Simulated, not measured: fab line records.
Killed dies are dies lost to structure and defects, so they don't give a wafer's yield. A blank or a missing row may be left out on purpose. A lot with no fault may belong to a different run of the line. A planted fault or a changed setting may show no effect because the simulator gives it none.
fab line records ; flow n5_finfet
[record] lots = 9; wafers = 27; last_day = 18
route steps=1938 shown STI_FIN_REVEAL@191 DUMMY_GATE@231 BEOL_M4@1111 PASSIVATION@1936
lots that met no fault: taken from a fault-free run of the same line
start_h: start of the lot's first displayed wafer, in hours after the record's first day ; wait_h: how many hours have passed since the lot's step before this one ; " as in the row above ; L1.1+2: one row covering several wafers at once ; - no value, or no start given ; * or withheld: withheld ; < > ~ a bound
route shown NAME@n: NAME is a module with steps in the file, n the number in the route of the first one ; usual: mean/standard deviation of fault-free wafers ; same: alike in all rows ; chamber/n: place in a boat ; sites: readings site by site ; _std_site: the standard deviation of these ; _edge_site: mean of outer sites minus mean of inner sites ; radius_mm: for every site, how far away it sits from the centre of the wafer ; mask NAME#n: copy n ; behind: tool/chamber where the wafer was last shaped ; hold: reason for holding the lot/hours on hold/outcome of the hold ; device: which transistor (n, p or np) failed to switch ; end of line: tests run on the same wafers once the route is complete ; step lacking rows: just its recipe ; killed: dies that structure and defects cost at the first sort, which is not the same as the wafer's yield ; map: a wafer's dies, marking killed ones x, the rest . and places with no die _
set.NAME: the setting as run; set.NAME@STEP: as run at that earlier step ; model.NAME: the simulator's own value behind a step, which no gauge read
one table for each step of the route and one row for each wafer, over a sample of lots
services: the hour from which a tool's chamber was out of use, counted from the record's first day as start_h (under 0 if before that day), plus the number of hours and why
[[steps]]
[step N5_STI_FIN_REVEAL_STRIP_24]
[recipe] chemistry = N2/H2; time_s = 90; power_w = 100; temp_c = 40; pressure_mtorr = 100; rf_frequency_hz = 6e+07; bias_power_w = 3; n2_flow_sccm = 300; h2_flow_sccm = 300
[usual] drypump_motor_current_A = 5.6/0.39; oes_product_au = 0.79/0.095; rf_vpp_V = 45.3/0.84; showerhead_plenum_p_Torr = 3.42/0.1; throttle_valve_pct = 12.08/0.23
lot.wafer;tool;chamber;start_h;wait_h;drypump_motor_current_A;oes_product_au;rf_hours_counter_h;rf_vpp_V;showerhead_plenum_p_Torr;throttle_valve_pct
L583.2;rie_diel-06;0;33.84;0.0;5.2;0.73;217;45.2;3.44;11.94
L583.4;rie_diel-06;1;33.84;0.0;5.6;0.91;27;46.3;3.43;12.01
L583.6;rie_diel-06;3;33.84;0.0;4.9;0.74;-;44.2;3.23;12.07
L584.2;rie_diel-04;2;41.95;0.0;6.0;0.77;151;45.0;3.36;12.24
L584.4;rie_diel-04;0;41.95;0.0;6.1;0.69;230;45.5;3.47;12.22
L584.5;rie_diel-04;1;41.95;0.0;6.3;0.76;-;46.6;3.51;12.43
L586.1;rie_diel-04;2;52.28;0.0;6.0;0.77;155;45.3;3.36;12.25
L586.5;rie_diel-04;2;52.28;0.0;5.9;0.77;-;45.4;3.36;12.26
L586.6;rie_diel-04;3;52.28;0.0;5.5;0.70;-;45.1;3.45;12.16
L589.1;rie_diel-06;2;70.07;0.0;5.6;0.70;213;46.2;3.49;12.24
L589.2;rie_diel-06;3;70.07;0.0;4.9;0.73;170;44.8;3.23;12.11
L589.4;rie_diel-06;1;70.07;0.0;5.6;0.87;40;44.8;3.42;12.02
L592.1;rie_diel-06;1;88.97;0.0;5.6;0.88;45;45.5;3.42;12.05
L592.3;rie_diel-06;2;88.97;0.0;5.7;0.70;217;46.6;3.49;12.25
L592.5;rie_diel-06;0;88.97;0.0;5.2;0.72;-;45.5;3.44;11.99
L594.3;rie_diel-01;2;102.34;0.0;6.0;0.87;34;45.4;3.58;11.81
L594.4;rie_diel-01;1;102.34;0.0;5.3;0.74;-;45.2;3.48;12.32
L594.6;rie_diel-01;3;102.34;0.0;5.2;0.93;-;44.9;3.43;11.79
L597.1;rie_diel-01;2;117.81;0.0;6.0;0.86;40;44.6;3.58;11.85
L597.3;rie_diel-01;2;117.81;0.0;6.0;0.86;-;46.4;3.58;11.85
L597.6;rie_diel-01;3;117.81;0.0;5.3;0.90;-;44.8;3.43;11.80
L598.2;rie_diel-06;1;124.22;0.0;5.6;0.86;55;44.6;3.41;12.08
L598.3;rie_diel-06;0;124.22;0.0;5.2;0.71;246;45.6;3.43;12.01
L598.5;rie_diel-06;2;124.22;0.0;5.6;0.70;-;46.0;3.48;12.27
L599.4;rie_diel-06;2;130.25;0.0;5.6;0.70;-;47.2;3.48;12.28
L599.5;rie_diel-06;3;130.25;0.0;5.0;0.72;-;46.6;3.22;12.15
L599.6;rie_diel-06;1;130.25;0.0;5.6;0.85;-;46.6;3.41;12.10
[step N5_DUMMY_GATE_CD_MEAS_15]
[recipe] target_cd_nm = 25.8; landing_energy_ev = 500; detector = se_inlens
[usual] cd_nm = 24.99/0.23
lot.wafer;tool;chamber;start_h;wait_h;cd_nm
L583.2;cd_sem-01;0;46.68;-;25.11
L583.4;cd_sem-01;0;46.68;-;25.10
L583.6;cd_sem-01;0;46.68;-;24.54
L584.2;cd_sem-01;0;53.56;-;25.18
L584.4;cd_sem-01;0;53.56;-;25.01
L584.5;cd_sem-01;0;53.56;-;24.88
L586.1;cd_sem-01;0;64.00;-;25.08
L586.5;cd_sem-01;0;64.00;-;24.64
L586.6;cd_sem-01;0;64.00;-;25.15
L589.1;cd_sem-01;0;81.74;-;25.10
L589.2;cd_sem-01;0;81.74;-;25.05
L589.4;cd_sem-01;0;81.74;-;25.23
L592.1;cd_sem-01;0;104.55;-;24.85
L592.3;cd_sem-01;0;104.55;-;25.04
L592.5;cd_sem-01;0;104.55;-;24.62
L594.3;cd_sem-01;0;116.43;-;25.62
L594.4;cd_sem-01;0;116.43;-;25.04
L594.6;cd_sem-01;0;116.43;-;25.12
L597.1;cd_sem-02;0;133.55;-;24.82
L597.3;cd_sem-02;0;133.55;-;24.94
L597.6;cd_sem-02;0;133.55;-;25.48
L598.2;cd_sem-01;0;141.76;-;25.21
L598.3;cd_sem-01;0;141.76;-;24.78
L598.5;cd_sem-01;0;141.76;-;24.60
L599.4;cd_sem-01;0;141.96;-;25.22
L599.5;cd_sem-01;0;141.96;-;25.03
L599.6;cd_sem-01;0;141.96;-;25.03
[step N5_DUMMY_GATE_ETCH_36]
[recipe] chemistry = CF4; target = SiARC; target_depth_a = 130; pressure_mtorr = 40; source_w = 545; bias_w = 36; Ar_flow_sccm = 100; cf4_flow_sccm = 100; ion_energy_ev = 80
[usual] drypump_motor_current_A = 5.5/0.43; oes_product_au = 0.75/0.075; rf_vpp_V = 184.3/1.1; showerhead_plenum_p_Torr = 2.16/0.068; throttle_valve_pct = 15.56/0.17
lot.wafer;tool;chamber;start_h;wait_h;drypump_motor_current_A;oes_product_au;rf_hours_counter_h;rf_vpp_V;showerhead_plenum_p_Torr;throttle_valve_pct
L583.2;rie_diel-03;1;46.91;0.0;6.4;0.71;223;184.9;2.12;15.51
L583.4;rie_diel-03;3;46.91;0.0;5.2;0.90;19;185.6;2.19;15.32
L583.6;rie_diel-03;0;46.91;0.0;5.1;0.76;-;185.0;2.22;15.58
L584.2;rie_diel-02;2;53.80;0.0;5.6;0.75;147;184.3;2.21;15.35
L584.4;rie_diel-02;0;53.80;0.0;5.0;0.73;198;184.2;2.22;15.40
L584.5;rie_diel-02;0;53.80;0.0;5.0;0.72;-;185.3;2.21;15.40
L586.1;rie_diel-02;0;64.31;0.0;5.1;0.71;201;184.7;2.21;15.40
L586.5;rie_diel-02;3;64.31;0.0;6.0;0.76;-;183.1;2.07;15.70
L586.6;rie_diel-02;2;64.31;0.0;5.6;0.75;-;185.7;2.21;15.37
L589.1;rie_diel-05;1;81.97;0.0;5.4;0.94;22;183.6;2.28;15.27
L589.2;rie_diel-05;2;81.97;0.0;5.6;0.68;218;183.0;2.04;15.71
L589.4;rie_diel-05;3;81.97;0.0;4.9;0.71;194;185.0;2.21;15.60
L592.1;rie_diel-03;0;104.79;0.0;5.1;0.74;177;186.2;2.21;15.62
L592.3;rie_diel-03;3;104.79;0.0;5.1;0.86;33;183.7;2.19;15.35
L592.5;rie_diel-03;3;104.79;0.0;5.1;0.87;-;185.4;2.19;15.35
L594.3;rie_diel-02;3;116.66;0.0;6.0;0.75;168;183.0;2.07;15.73
L594.4;rie_diel-02;0;116.66;0.0;5.0;0.71;214;184.9;2.21;15.45
L594.6;rie_diel-02;0;116.66;0.0;5.0;0.71;-;184.8;2.21;15.44
L597.1;rie_diel-03;2;133.79;0.0;5.7;0.67;220;184.9;2.19;15.51
L597.3;rie_diel-03;1;133.79;0.0;6.4;0.69;244;184.0;2.11;15.56
L597.6;rie_diel-03;2;133.79;0.0;5.7;0.67;-;184.2;2.19;15.50
L598.2;rie_diel-05;3;142.00;0.0;5.0;0.70;211;185.8;2.20;15.63
L598.3;rie_diel-05;2;142.00;0.0;5.6;0.67;234;182.7;2.04;15.74
L598.5;rie_diel-05;2;142.00;0.0;5.6;0.68;-;182.3;2.04;15.75
L599.4;rie_diel-02;3;142.21;0.0;6.0;0.74;177;182.3;2.07;15.73
L599.5;rie_diel-02;0;142.21;0.0;5.0;0.71;-;184.6;2.21;15.45
L599.6;rie_diel-02;3;142.21;0.0;6.0;0.73;-;182.7;2.07;15.74
[step N5_DUMMY_GATE_TRIM_49]
[recipe] chemistry = O2; resist = SOC; time_s = 29; target_cd_nm = 14; source_power_w = 300; bias_power_w = 0; O2_flow_sccm = 100; temp_c = 20
[usual] O2_flow_sccm = 100.0/0.33; bias_power_w = 0/0; drypump_motor_current_A = 6.0/0.38; oes_product_au = 1.008/0.02; throttle_valve_pct = 8.18/0.18
lot.wafer;tool;chamber;start_h;wait_h;O2_flow_sccm;bias_power_w;drypump_motor_current_A;oes_product_au;rf_hours_counter_h;throttle_valve_pct
L583.2;rie_si-03;3;47.03;0.0;100.1;0;6.0;1.015;82;8.46
L583.4;rie_si-03;2;47.03;0.0;99.5;0;6.6;0.968;6;8.05
L583.6;rie_si-03;3;47.03;0.0;99.9;0;5.9;1.022;-;8.47
L584.2;rie_si-04;2;53.92;0.0;100.1;0;6.4;1.005;109;8.19
L584.4;rie_si-04;0;53.92;0.0;99.9;0;5.8;1.005;155;8.46
L584.5;rie_si-04;1;53.92;0.0;100.3;0;6.3;1.021;-;8.28
L586.1;rie_si-03;2;64.43;0.0;99.9;0;6.5;0.959;6;8.03
L586.5;rie_si-03;3;64.43;0.0;100.3;0;6.0;1.015;-;8.45
L586.6;rie_si-03;2;64.43;0.0;99.9;0;6.5;0.973;-;8.04
L589.1;rie_si-04;0;82.09;0.0;99.9;0;5.8;1.018;155;8.48
L589.2;rie_si-04;2;82.09;0.0;100.6;0;6.3;1.021;109;8.17
L589.4;rie_si-04;3;82.09;0.0;100.1;0;5.8;0.979;196;8.26
L592.1;rie_si-04;1;104.91;0.0;100.3;0;6.3;1.035;41;8.27
L592.3;rie_si-04;3;104.91;0.0;99.8;0;5.8;0.965;197;8.25
L592.5;rie_si-04;2;104.91;0.0;99.6;0;6.4;1.017;-;8.16
L594.3;rie_si-06;3;116.78;0.0;99.7;0;6.3;1.016;194;8.15
L594.4;rie_si-06;1;116.78;0.0;99.9;0;6.1;1.008;-;7.85
L594.6;rie_si-06;0;116.78;0.0;100.3;0;5.5;1.013;-;8.00
L597.1;rie_si-04;1;133.91;0.0;-;-;-;-;-;-
L597.3;rie_si-04;0;133.91;0.0;-;-;-;-;-;-
L597.6;rie_si-04;0;133.91;0.0;-;-;-;-;-;-
L598.2;rie_si-03;0;142.12;0.0;-;-;-;-;-;-
L598.3;rie_si-03;2;142.12;0.0;-;-;-;-;-;-
L598.5;rie_si-03;1;142.12;0.0;-;-;-;-;-;-
L599.4;rie_si-06;0;142.33;0.0;-;-;-;-;-;-
L599.5;rie_si-06;1;142.33;0.0;-;-;-;-;-;-
L599.6;rie_si-06;2;142.33;0.0;-;-;-;-;-;-
[step N5_DUMMY_GATE_CD_MEAS_50]
[recipe] target_cd_nm = 14
[usual] cd_nm = 14.0/0.34
lot.wafer;tool;chamber;start_h;wait_h;cd_nm
L583.2;cd_sem-02;-;47.19;0.1;14.0
L583.4;cd_sem-02;-;47.19;0.1;14.3
L583.6;cd_sem-02;-;47.19;0.1;14.0
L584.2;cd_sem-03;-;54.07;0.0;14.3
L584.4;cd_sem-03;-;54.07;0.0;14.2
L584.5;cd_sem-03;-;54.07;0.0;14.1
L586.1;cd_sem-02;-;64.58;0.0;13.7
L586.5;cd_sem-02;-;64.58;0.0;14.1
L586.6;cd_sem-02;-;64.58;0.0;14.0
L589.1;cd_sem-03;-;82.24;0.0;14.2
L589.2;cd_sem-03;-;82.24;0.0;14.5
L589.4;cd_sem-03;-;82.24;0.0;14.3
L592.1;cd_sem-01;-;105.06;0.0;14.3
L592.3;cd_sem-01;-;105.06;0.0;13.9
L592.5;cd_sem-01;-;105.06;0.0;14.1
L594.3;cd_sem-01;-;116.94;0.0;14.3
L594.4;cd_sem-01;-;116.94;0.0;14.6
L594.6;cd_sem-01;-;116.94;0.0;13.9
L597.1;cd_sem-03;-;134.16;0.0;23.0
L597.3;cd_sem-03;-;134.16;0.0;22.9
L597.6;cd_sem-03;-;134.16;0.0;23.1
L598.2;cd_sem-02;-;142.36;0.0;23.0
L598.3;cd_sem-02;-;142.36;0.0;22.5
L598.5;cd_sem-02;-;142.36;0.0;23.4
L599.4;cd_sem-02;-;142.68;0.0;23.5
L599.5;cd_sem-02;-;142.68;0.0;23.4
L599.6;cd_sem-02;-;142.68;0.0;23.4
[step N5_DUMMY_GATE_CD_MEAS_24]
[recipe] target_cd_nm = 15
[usual] cd_nm = 15.0/0.37
lot.wafer;tool;chamber;start_h;wait_h;cd_nm
L583.2;cd_sem-02;-;47.70;0.1;14.9
L583.4;cd_sem-02;-;47.70;0.1;14.9
L583.6;cd_sem-02;-;47.70;0.1;14.7
L584.2;cd_sem-02;-;54.57;0.1;15.1
L584.4;cd_sem-02;-;54.57;0.1;14.8
L584.5;cd_sem-02;-;54.57;0.1;14.9
L586.1;cd_sem-02;-;65.07;0.1;15.0
L586.5;cd_sem-02;-;65.07;0.1;14.8
L586.6;cd_sem-02;-;65.07;0.1;14.9
L589.1;cd_sem-02;-;82.82;0.1;14.7
L589.2;cd_sem-02;-;82.82;0.1;14.7
L589.4;cd_sem-02;-;82.82;0.1;15.5
L592.1;cd_sem-01;-;105.55;0.1;15.0
L592.3;cd_sem-01;-;105.55;0.1;15.0
L592.5;cd_sem-01;-;105.55;0.1;15.6
L594.3;cd_sem-03;-;117.43;0.1;15.4
L594.4;cd_sem-03;-;117.43;0.1;15.5
L594.6;cd_sem-03;-;117.43;0.1;14.6
L597.1;cd_sem-01;-;134.82;0.1;24.2
L597.3;cd_sem-01;-;134.82;0.1;24.3
L597.6;cd_sem-01;-;134.82;0.1;24.0
L598.2;cd_sem-01;-;142.86;0.1;24.0
L598.3;cd_sem-01;-;142.86;0.1;24.2
L598.5;cd_sem-01;-;142.86;0.1;24.4
L599.4;cd_sem-02;-;143.21;0.1;24.5
L599.5;cd_sem-02;-;143.21;0.1;24.0
L599.6;cd_sem-02;-;143.21;0.1;24.4
[step N5_BEOL_M4_RC_MEAS_101]
[usual] DIBL_N = 36.0/1.9; DIBL_P = 35.6/2.2; IOFF_N = 0.15/0.031; IOFF_P = 0.19/0.032; ION_N = 668/11; ION_P = 455/7.2; SS_N = 71.5/0.65; SS_P = 73.4/0.64; VT_N = 251/3.6; VT_P = -253/3.3
lot.wafer;tool;chamber;start_h;wait_h;DIBL_N[mV/V];DIBL_P[mV/V];IOFF_N[nA/um];IOFF_P[nA/um];ION_N[uA/um];ION_P[uA/um];SS_N[mV/dec];SS_P[mV/dec];VT_N[mV];VT_P[mV]
L583.2;prober-01;0;190.18;0.2;36.4;35.6;0.15;0.21;671;461;70.7;73.6;249;-249
L583.4;prober-01;0;190.18;0.2;35.7;34.2;0.14;0.19;664;460;70.1;73.3;251;-251
L583.6;prober-01;0;190.18;0.2;37.5;36.3;0.17;0.22;675;457;71.0;73.7;250;-250
L584.2;prober-02;0;193.89;0.2;35.0;34.2;0.11;0.14;661;445;72.1;72.7;258;-259
L584.4;prober-02;0;193.89;0.2;35.1;34.4;0.12;0.14;658;444;71.0;72.9;254;-256
L584.5;prober-02;0;193.89;0.2;36.2;36.1;0.13;0.16;669;453;71.8;73.5;252;-258
L586.1;prober-02;0;226.65;0.0;38.1;37.8;0.20;0.23;685;463;71.4;73.6;241;-249
L586.5;prober-02;0;226.65;0.0;36.1;36.1;0.16;0.20;676;459;71.4;73.3;251;-253
L586.6;prober-02;0;226.65;0.0;35.0;33.9;0.15;0.17;665;453;71.7;72.9;251;-254
L589.1;prober-01;0;241.22;0.0;37.8;38.5;0.18;0.21;682;457;72.4;73.8;249;-252
L589.2;prober-01;0;241.22;0.0;38.2;39.4;0.19;0.23;678;459;72.5;73.5;249;-253
L589.4;prober-01;0;241.22;0.0;36.1;37.7;0.16;0.21;677;466;71.5;73.6;248;-252
L592.1;prober-02;0;277.22;0.0;33.7;33.8;0.13;0.17;657;458;71.4;72.4;254;-252
L592.3;prober-02;0;277.22;0.0;35.4;35.8;0.15;0.20;668;461;71.9;73.1;248;-252
L592.5;prober-02;0;277.22;0.0;32.5;33.3;0.12;0.17;651;450;71.5;72.8;256;-252
L594.3;prober-02;0;292.35;0.3;33.7;31.6;0.12;0.15;657;449;70.3;73.2;254;-255
L594.4;prober-02;0;292.35;0.3;33.0;31.3;0.12;0.15;653;451;70.8;72.9;254;-258
L594.6;prober-02;0;292.35;0.3;34.4;33.1;0.13;0.17;658;456;70.9;73.0;253;-253
[step N5_PASSIVATION_PROBE_49]
[usual] defect_limited_yield = 91.3/1.4; killed_at_M0_to_M3 = 34/10; killed_at_M4_up = 14/5.5; killed_at_contacts = 12/6; killed_at_front_end = 40/10; killed_at_other = 3.0/2.4; killed_dies = 103/17; killed_on_rim = 13/4.3; killed_open = 68/13; killed_short = 34/7.8; sort_bin_5_function = 5.1/0.97; sort_bin_6_memory = 3.3/0.66; sort_n_pass = 1077/17; sort_yield_pct = 91.2/1.4
[same] gross_dies = 1180; killed_at_back_side = 0; sort_bin_4_leakage[%] = 0; sort_bin_8_speed[%] = 0
lot.wafer;tool;chamber;start_h;wait_h;defect_limited_yield[%];killed_at_M0_to_M3;killed_at_M4_up;killed_at_contacts;killed_at_front_end;killed_at_other;killed_dies;killed_on_rim;killed_open;killed_short;sort_bin_5_function[%];sort_bin_6_memory[%];sort_n_pass;sort_yield_pct[%]
L597.1;prober-01;-;401.46;0.0;0;30;7;18;1125;0;1180;152;76;29;5.4;3.4;0;0
L597.3;prober-01;-;401.56;0.1;0;25;4;7;1141;3;1180;152;42;26;3.2;2.3;0;0
L597.6;prober-01;-;401.71;0.3;0;28;19;17;1115;1;1180;152;73;37;4.7;4.1;0;0
L598.2;prober-01;-;416.65;0.1;0;49;11;10;1107;3;1180;152;66;38;5.1;3.5;0;0
L598.3;prober-01;-;416.70;0.1;0;35;13;12;1117;3;1180;152;63;25;4.3;3.0;0;0
L598.5;prober-01;-;416.80;0.2;0;28;19;7;1122;4;1180;152;67;38;4.9;3.8;0;0
L599.4;prober-01;-;423.44;0.2;0;49;19;12;1099;1;1180;152;75;44;5.9;3.7;0;0
L599.5;prober-01;-;423.49;0.2;0;43;11;13;1107;6;1180;152;89;40;6.0;4.6;0;0
L599.6;prober-01;-;423.54;0.3;0;40;6;9;1120;5;1180;152;59;41;4.6;3.4;0;0
// killed by level:class
L597.1 DUMMY_GATE:area_expose=1073 FIN_SAQP:geometric_particle:open=19 MOL_CONTACT_COAG:geometric_particle:open=14 BEOL_M3:geometric_particle:open=10 ILD0:geometric_particle:short=6 BEOL_M0_SAQP:geometric_particle:open=6 STI_FIN_REVEAL:geometric_particle:open=5 BEOL_M1:geometric_particle:open=5
L597.3 DUMMY_GATE:area_expose=1112 FIN_SAQP:geometric_particle:open=7 MOL_CONTACT_COAG:geometric_particle:open=6 BEOL_M3:geometric_particle:short=6 BEOL_M2:geometric_particle:open=5 BEOL_M0_SAQP:geometric_particle:open=5 FIN_SAQP:geometric_particle:short=4 BEOL_M0_SAQP:geometric_particle:short=4
L597.6 DUMMY_GATE:area_expose=1070 FIN_SAQP:geometric_particle:open=21 MOL_CONTACT_COAG:geometric_particle:open=11 BEOL_M4:geometric_particle:open=11 FIN_SAQP:geometric_particle:short=7 MOL_CONTACT_COAG:geometric_particle:short=6 BEOL_M0_SAQP:geometric_particle:short=6 BEOL_M3:geometric_particle:open=5
L598.2 DUMMY_GATE:area_expose=1076 BEOL_M0_SAQP:geometric_particle:open=11 FIN_SAQP:geometric_particle:open=8 MOL_CONTACT_COAG:geometric_particle:open=8 BEOL_M3:geometric_particle:open=7 STI_FIN_REVEAL:geometric_particle:open=6 BEOL_M0_SAQP:geometric_particle:short=6 BEOL_M2:geometric_particle:open=6
L598.3 DUMMY_GATE:area_expose=1092 MOL_CONTACT_COAG:geometric_particle:open=10 BEOL_M0_SAQP:geometric_particle:open=9 GATE_CUT:geometric_particle:short=6 BEOL_M1:geometric_particle:open=6 BEOL_M0_SAQP:geometric_particle:short=5 BEOL_M2:geometric_particle:open=5 BEOL_M3:geometric_particle:open=5
L598.5 DUMMY_GATE:area_expose=1075 FIN_SAQP:geometric_particle:open=7 STI_FIN_REVEAL:geometric_particle:open=7 BEOL_M0_SAQP:geometric_particle:short=7 FIN_SAQP:geometric_particle:short=6 BEOL_M1:geometric_particle:short=6 ILD0:geometric_particle:open=5 MOL_CONTACT_COAG:geometric_particle:open=5
L599.4 DUMMY_GATE:area_expose=1061 BEOL_M0_SAQP:geometric_particle:open=13 BEOL_M2:geometric_particle:open=13 BEOL_M0_SAQP:geometric_particle:short=12 FIN_SAQP:geometric_particle:short=9 FIN_SAQP:geometric_particle:open=8 MOL_CONTACT_COAG:geometric_particle:open=8 BEOL_M4:geometric_particle:open=8
L599.5 DUMMY_GATE:area_expose=1050 STI_FIN_REVEAL:geometric_particle:open=16 BEOL_M2:geometric_particle:open=12 MOL_CONTACT_COAG:geometric_particle:open=11 GATE_CUT:geometric_particle:short=10 BEOL_M0_SAQP:geometric_particle:open=8 FIN_SAQP:geometric_particle:open=7 FIN_SAQP:geometric_particle:short=6
L599.6 DUMMY_GATE:area_expose=1079 BEOL_M0_SAQP:geometric_particle:short=12 GATE_CUT:geometric_particle:short=10 MOL_CONTACT_COAG:geometric_particle:open=8 BEOL_M0_SAQP:geometric_particle:open=8 STI_FIN_REVEAL:geometric_particle:open=7 BEOL_M2:geometric_particle:open=7 BEOL_M3:geometric_particle:open=5
[[services]]
tool;chamber;start_h;hours;kind
rie_diel-03;2;12.43;5.6;repair
rie_diel-01;3;14.08;-;clean
rie_diel-01;3;14.08;-;consumable_replace:focus_ring
rie_diel-01;3;14.08;22.3;scheduled_down
rie_diel-01;3;14.08;22.3;vent_cycle
rie_diel-05;3;52.46;7.1;repair
rie_diel-05;-;66.04;5.2;repair
rie_diel-01;1;88.33;1.7;repair
rie_diel-04;0;98.61;-;clean
rie_diel-04;0;98.61;-;consumable_replace:focus_ring
rie_diel-03;-;107.77;2.8;pm
rie_diel-01;1;111.49;9.7;repair
rie_si-04;3;116.97;-;clean
rie_si-04;3;116.97;36.6;scheduled_down
rie_si-04;3;116.97;36.6;vent_cycle
rie_diel-02;1;125.47;2.9;repair
rie_si-03;1;129.82;11.1;repair
rie_diel-06;0;130.10;4.0;repair
rie_si-03;-;131.25;1.3;repair
rie_si-04;-;134.08;0.9;repair
rie_diel-06;0;141.88;-;clean
rie_diel-06;0;141.88;-;consumable_replace:focus_ring
rie_diel-06;0;141.88;33.7;scheduled_down
rie_diel-06;0;141.88;33.7;vent_cycle
[[key]]
[first_sign] step = N5_DUMMY_GATE_TRIM_49; reading = tool_record; direction = missing
[effect] step = N5_DUMMY_GATE_CD_MEAS_50; reading = cd_nm; direction = up; sigmas = 26; usual = 14.0; struck = 23.1
[effect] step = N5_DUMMY_GATE_CD_MEAS_24; reading = cd_nm; direction = up; sigmas = 25; usual = 15.0; struck = 24.2
[effect] step = N5_PASSIVATION_PROBE_49; reading = killed_at_front_end; direction = up; sigmas = 99+; usual = 40; struck = 1117
met_at N5_DUMMY_GATE_TRIM_49
struck_lots L597,L598,L599
later_rows_left_out L597.1,L597.3,L597.6,L598.2,L598.3,L598.5,L599.4,L599.5,L599.6
not_acting_at N5_STI_FIN_REVEAL_STRIP_24,N5_DUMMY_GATE_CD_MEAS_15,N5_DUMMY_GATE_ETCH_36
onset_between 116.78 133.91
[fault] kind = skipped_step_whole; tool = rie_si-03,rie_si-04,rie_si-06; chamber = -; onset_h = 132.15; steps = N5_DUMMY_GATE_TRIM_49; scope = struck_lots_only
// later_rows_left_out: the simulator's readings of these wafers behind a module that went badly wrong aren't trusted and aren't shown, but for the sort
